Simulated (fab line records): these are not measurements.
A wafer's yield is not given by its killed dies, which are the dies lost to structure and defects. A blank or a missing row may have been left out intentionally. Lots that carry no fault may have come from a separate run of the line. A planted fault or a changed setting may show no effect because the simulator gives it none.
Which tool was responsible? :: flow nand harc :: 12 lots with 36 wafers sampled at 5 steps, on a route of 1302 steps

WHAT THE GAUGES SHOWED, per wafer
NHARC_END_SORT_01. Usual: killed at array 62, standard deviation 20; killed at other 0.8, standard deviation 1.1; killed at periphery 3.5, standard deviation 2.4; killed dies 66, standard deviation 21; killed open 3.5, standard deviation 1.9; killed short 2.5, standard deviation 1.7.
lot: L427
measured: day 30 00:05
on: prober-01
killed at array: 50 50 39
killed at other: 0 0 0
killed at periphery: 3 3 6
killed dies: 53 53 45
killed open: 2 2 4
killed short: 0 1 1
flag: 

WHAT TOOL EACH LOT RAN ON (gives the tool, then ch and the chambers of the sampled wafers, and finally the start)
lot: L415
NHARC_A_CHANNEL_FILL_D2_ALD_02: ald hk-04 ch 1,2,3, day 13 07:47
NHARC_A_CHANNEL_FILL_D2_ALD_03: ald sin batch-03 ch 0, day 13 14:43 or earlier
NHARC_A_CHANNEL_FILL_D2_ALD_14: ald hk-04 ch 0,2,3, day 13 14:43
NHARC_A_CHANNEL_FILL_D2_ALD_25: ald hk-01 ch 0,1,2, day 14 19:44

lot: L414
NHARC_A_CHANNEL_FILL_D2_ALD_02: ald hk-02 ch 1,2,3, day 13 11:11
NHARC_A_CHANNEL_FILL_D2_ALD_03: ald sin batch-01 ch 0, day 13 18:10 or earlier
NHARC_A_CHANNEL_FILL_D2_ALD_14: ald hk-04 ch 1,2,3, day 13 18:10
NHARC_A_CHANNEL_FILL_D2_ALD_25: ald hk-01 ch 0,1,2, day 15 01:52

lot: L416
NHARC_A_CHANNEL_FILL_D2_ALD_02: ald hk-04 ch 1,2,3, day 14 13:22
NHARC_A_CHANNEL_FILL_D2_ALD_03: ald sin batch-03 ch 0, day 14 20:18 or earlier
NHARC_A_CHANNEL_FILL_D2_ALD_14: ald hk-02 ch 1,2,3, day 14 20:18
NHARC_A_CHANNEL_FILL_D2_ALD_25: ald hk-04 ch 0,1, day 16 01:40

lot: L418
NHARC_A_CHANNEL_FILL_D2_ALD_02: ald hk-04 ch 1,2, day 15 07:01
NHARC_A_CHANNEL_FILL_D2_ALD_03: ald sin batch-02 ch 0, day 15 13:49 or earlier
NHARC_A_CHANNEL_FILL_D2_ALD_14: ald hk-01 ch 1,2, day 15 13:49
NHARC_A_CHANNEL_FILL_D2_ALD_25: ald hk-04 ch 1,2, day 16 18:50

lot: L422
NHARC_A_CHANNEL_FILL_D2_ALD_02: ald hk-01 ch 2,3, day 16 15:02
NHARC_A_CHANNEL_FILL_D2_ALD_03: ald sin batch-01 ch 0, day 16 22:04 or earlier
NHARC_A_CHANNEL_FILL_D2_ALD_14: ald hk-01 ch 1,2,3, day 16 22:04
NHARC_A_CHANNEL_FILL_D2_ALD_25: ald hk-01 ch 1,3, day 18 02:37

lot: L426
NHARC_A_CHANNEL_FILL_D2_ALD_02: ald hk-04 ch 0,1,3, day 18 16:49
NHARC_A_CHANNEL_FILL_D2_ALD_03: ald sin batch-03 ch 0, day 18 23:56 or earlier
NHARC_A_CHANNEL_FILL_D2_ALD_14: ald hk-04 ch 0,2, day 18 23:56
NHARC_A_CHANNEL_FILL_D2_ALD_25: ald hk-01 ch 1,2,3, day 20 08:11

lot: L427
NHARC_A_CHANNEL_FILL_D2_ALD_02: ald hk-02 ch 0,1,3, day 19 03:11
NHARC_A_CHANNEL_FILL_D2_ALD_03: ald sin batch-02 ch 0, day 19 10:12 or earlier
NHARC_A_CHANNEL_FILL_D2_ALD_14: ald hk-01 ch 1,3, day 19 10:12
NHARC_A_CHANNEL_FILL_D2_ALD_25: ald hk-01 ch 0,1,2, day 20 14:46

lot: L431
NHARC_A_CHANNEL_FILL_D2_ALD_02: ald hk-01 ch 0,1, day 20 13:32
NHARC_A_CHANNEL_FILL_D2_ALD_03: ald sin batch-03 ch 0, day 20 20:32 or earlier
NHARC_A_CHANNEL_FILL_D2_ALD_14: ald hk-02 ch 0,2, day 20 20:32
NHARC_A_CHANNEL_FILL_D2_ALD_25: ald hk-04 ch 0,1,2, day 22 03:11

lot: L433
NHARC_A_CHANNEL_FILL_D2_ALD_02: ald hk-04 ch 0,1, day 21 19:15
NHARC_A_CHANNEL_FILL_D2_ALD_03: ald sin batch-03 ch 0, day 22 02:17 or earlier
NHARC_A_CHANNEL_FILL_D2_ALD_14: ald hk-02 ch 0,1, day 22 02:17
NHARC_A_CHANNEL_FILL_D2_ALD_25: ald hk-04 ch 1,3, day 23 08:51

lot: L434
NHARC_A_CHANNEL_FILL_D2_ALD_02: ald hk-01 ch 0,1,3, day 21 22:40
NHARC_A_CHANNEL_FILL_D2_ALD_03: ald sin batch-02 ch 0, day 22 06:53 or earlier
NHARC_A_CHANNEL_FILL_D2_ALD_14: ald hk-01 ch 1,2,3, day 22 06:53
NHARC_A_CHANNEL_FILL_D2_ALD_25: ald hk-04 ch 0,1,2, day 23 14:50

lot: L435
NHARC_A_CHANNEL_FILL_D2_ALD_02: ald hk-01 ch 1,2,3, day 21 23:33
NHARC_A_CHANNEL_FILL_D2_ALD_03: ald sin batch-02 ch 0, day 22 07:08 or earlier
NHARC_A_CHANNEL_FILL_D2_ALD_14: ald hk-01 ch 1,2,3, day 22 07:08
NHARC_A_CHANNEL_FILL_D2_ALD_25: ald hk-01 ch 0,3, day 23 14:50

lot: L437
NHARC_A_CHANNEL_FILL_D2_ALD_02: ald hk-01 ch 0,2,3, day 22 14:28
NHARC_A_CHANNEL_FILL_D2_ALD_03: ald sin batch-02 ch 0, day 22 21:28 or earlier
NHARC_A_CHANNEL_FILL_D2_ALD_14: ald hk-02 ch 1,2, day 22 21:28
NHARC_A_CHANNEL_FILL_D2_ALD_25: ald hk-01 ch 0,3, day 24 04:05
- NHARC_A_CHANNEL_FILL_D2_ALD_02: deposits SiO2, target thk 6 nm, pulse time 10 s, ald cycles 60.
- NHARC_A_CHANNEL_FILL_D2_ALD_03: deposits SiNx, target thk 6 nm, pulse time 60 s, ald cycles 58.
- NHARC_A_CHANNEL_FILL_D2_ALD_14: deposits SiO2, target thk 2.5 nm, pulse time 10 s, ald cycles 25.
- NHARC_A_CHANNEL_FILL_D2_ALD_25: deposits SiOx, target thk 60 nm, pulse time 10 s, ald cycles 600.

AS READ BY THE TOOLS THEMSELVES (means over the sampled wafers that have a number; for cases with no such wafer, the mark the record gives instead)
NHARC_A_CHANNEL_FILL_D2_ALD_02. Usual: heater power outer w 260 W, standard deviation 21; heater power w 470 W, standard deviation 37; precursor pulse height rel 0.999, standard deviation 0.02.
lot: L415
tool: ald hk-04
heater power outer w (W): 245
heater power w (W): 447
precursor pulse height rel: 1.003
flag: 

lot: L414
tool: ald hk-02
heater power outer w (W): 279
heater power w (W): 521
precursor pulse height rel: 0.994
flag: 

lot: L416
tool: ald hk-04
heater power outer w (W): 242
heater power w (W): 445
precursor pulse height rel: 0.992
flag: 

lot: L418
tool: ald hk-04
heater power outer w (W): 247
heater power w (W): 458
precursor pulse height rel: 1.020
flag: 

lot: L422
tool: ald hk-01
heater power outer w (W): 273
heater power w (W): 490
precursor pulse height rel: 1.017
flag: 

lot: L426
tool: ald hk-04
heater power outer w (W): 256
heater power w (W): 467
precursor pulse height rel: 1.005
flag: 

lot: L427
tool: ald hk-02
heater power outer w (W): 280
heater power w (W): 506
precursor pulse height rel: 1.008
flag: 

lot: L431
tool: ald hk-01
heater power outer w (W): 238
heater power w (W): 437
precursor pulse height rel: 0.987
flag: 

lot: L433
tool: ald hk-04
heater power outer w (W): 240
heater power w (W): 437
precursor pulse height rel: 0.998
flag: 

lot: L434
tool: ald hk-01
heater power outer w (W): 240
heater power w (W): 429
precursor pulse height rel: 1.003
flag: 

lot: L435
tool: ald hk-01
heater power outer w (W): 256
heater power w (W): 457
precursor pulse height rel: 0.994
flag: 

lot: L437
tool: ald hk-01
heater power outer w (W): 258
heater power w (W): 455
precursor pulse height rel: 0.997
flag: 

NHARC_A_CHANNEL_FILL_D2_ALD_03. Usual: precursor pulse height rel 1.001, standard deviation 0.018.
lot: L415
tool: ald sin batch-03
precursor pulse height rel: 1.010
flag: 

lot: L414
tool: ald sin batch-01
precursor pulse height rel: 1.002
flag: 

lot: L416
tool: ald sin batch-03
precursor pulse height rel: 1.000
flag: 

lot: L418
tool: ald sin batch-02
precursor pulse height rel: 1.001
flag: 

lot: L422
tool: ald sin batch-01
precursor pulse height rel: 0.992
flag: 

lot: L426
tool: ald sin batch-03
precursor pulse height rel: 0.987
flag: 

lot: L427
tool: ald sin batch-02
precursor pulse height rel: 1.010
flag: 

lot: L431
tool: ald sin batch-03
precursor pulse height rel: 0.994
flag: 

lot: L433
tool: ald sin batch-03
precursor pulse height rel: 1.019
flag: 

lot: L434
tool: ald sin batch-02
precursor pulse height rel: 0.996
flag: 

lot: L435
tool: ald sin batch-02
precursor pulse height rel: 0.987
flag: 

lot: L437
tool: ald sin batch-02
precursor pulse height rel: 1.006
flag: 

NHARC_A_CHANNEL_FILL_D2_ALD_14. Usual: heater power outer w 262 W, standard deviation 21; heater power w 472 W, standard deviation 35; precursor pulse height rel 1.000, standard deviation 0.021.
lot: L415
tool: ald hk-04
heater power outer w (W): 253
heater power w (W): 463
precursor pulse height rel: 0.991
flag: 

lot: L414
tool: ald hk-04
heater power outer w (W): 245
heater power w (W): 447
precursor pulse height rel: 0.997
flag: 

lot: L416
tool: ald hk-02
heater power outer w (W): 278
heater power w (W): 510
precursor pulse height rel: 0.990
flag: 

lot: L418
tool: ald hk-01
heater power outer w (W): 247
heater power w (W): 457
precursor pulse height rel: 1.017
flag: 

lot: L422
tool: ald hk-01
heater power outer w (W): 261
heater power w (W): 474
precursor pulse height rel: 0.989
flag: 

lot: L426
tool: ald hk-04
heater power outer w (W): 264
heater power w (W): 489
precursor pulse height rel: 1.004
flag: 

lot: L427
tool: ald hk-01
heater power outer w (W): 251
heater power w (W): 463
precursor pulse height rel: 0.995
flag: 

lot: L431
tool: ald hk-02
heater power outer w (W): 266
heater power w (W): 495
precursor pulse height rel: 0.995
flag: 

lot: L433
tool: ald hk-02
heater power outer w (W): 286
heater power w (W): 502
precursor pulse height rel: 0.999
flag: 

lot: L434
tool: ald hk-01
heater power outer w (W): 255
heater power w (W): 453
precursor pulse height rel: 0.998
flag: 

lot: L435
tool: ald hk-01
heater power outer w (W): 254
heater power w (W): 460
precursor pulse height rel: 1.030
flag: 

lot: L437
tool: ald hk-02
heater power outer w (W): 271
heater power w (W): 509
precursor pulse height rel: 0.996
flag: 

NHARC_A_CHANNEL_FILL_D2_ALD_25. Usual: heater power outer w 259 W, standard deviation 23; heater power w 467 W, standard deviation 38; precursor pulse height rel 1.000, standard deviation 0.021.
lot: L415
tool: ald hk-01
heater power outer w (W): 262
heater power w (W): 453
precursor pulse height rel: 0.997
flag: 

lot: L414
tool: ald hk-01
heater power outer w (W): 258
heater power w (W): 459
precursor pulse height rel: 1.002
flag: 

lot: L416
tool: ald hk-04
heater power outer w (W): 266
heater power w (W): 490
precursor pulse height rel: 1.002
flag: 

lot: L418
tool: ald hk-04
heater power outer w (W): 247
heater power w (W): 452
precursor pulse height rel: 1.008
flag: 

lot: L422
tool: ald hk-01
heater power outer w (W): 236
heater power w (W): 444
precursor pulse height rel: 1.000
flag: 

lot: L426
tool: ald hk-01
heater power outer w (W): 261
heater power w (W): 471
precursor pulse height rel: 0.998
flag: 

lot: L427
tool: ald hk-01
heater power outer w (W): 259
heater power w (W): 456
precursor pulse height rel: 1.001
flag: 

lot: L431
tool: ald hk-04
heater power outer w (W): 253
heater power w (W): 451
precursor pulse height rel: 0.985
flag: 

lot: L433
tool: ald hk-04
heater power outer w (W): 226
heater power w (W): 418
precursor pulse height rel: 1.000
flag: 

lot: L434
tool: ald hk-04
heater power outer w (W): 252
heater power w (W): 453
precursor pulse height rel: 1.005
flag: 

lot: L435
tool: ald hk-01
heater power outer w (W): 252
heater power w (W): 430
precursor pulse height rel: 1.029
flag: 

lot: L437
tool: ald hk-01
heater power outer w (W): 259
heater power w (W): 451
precursor pulse height rel: 1.006
flag: 

THE ANSWER, worked out from the rows above alone
Rule: a lot is off if the mean of its wafers that have a number lies more than 3 standard deviations from the usual mean. Also off: a lot with no number at a reading for which 4 or more lots have one. Where the step has rows for the other lots, those lots are counted as sound. Order of review: gauges by route order, followed by the tools' own readings, for which a lot's mean as printed above is used. At the first step where some lot is off, the reading lying furthest off is the one used; lots without a number count as furthest.
None of the lots is off at any reading shown; this tells nothing.

WHAT THE SIMULATOR PUT IN
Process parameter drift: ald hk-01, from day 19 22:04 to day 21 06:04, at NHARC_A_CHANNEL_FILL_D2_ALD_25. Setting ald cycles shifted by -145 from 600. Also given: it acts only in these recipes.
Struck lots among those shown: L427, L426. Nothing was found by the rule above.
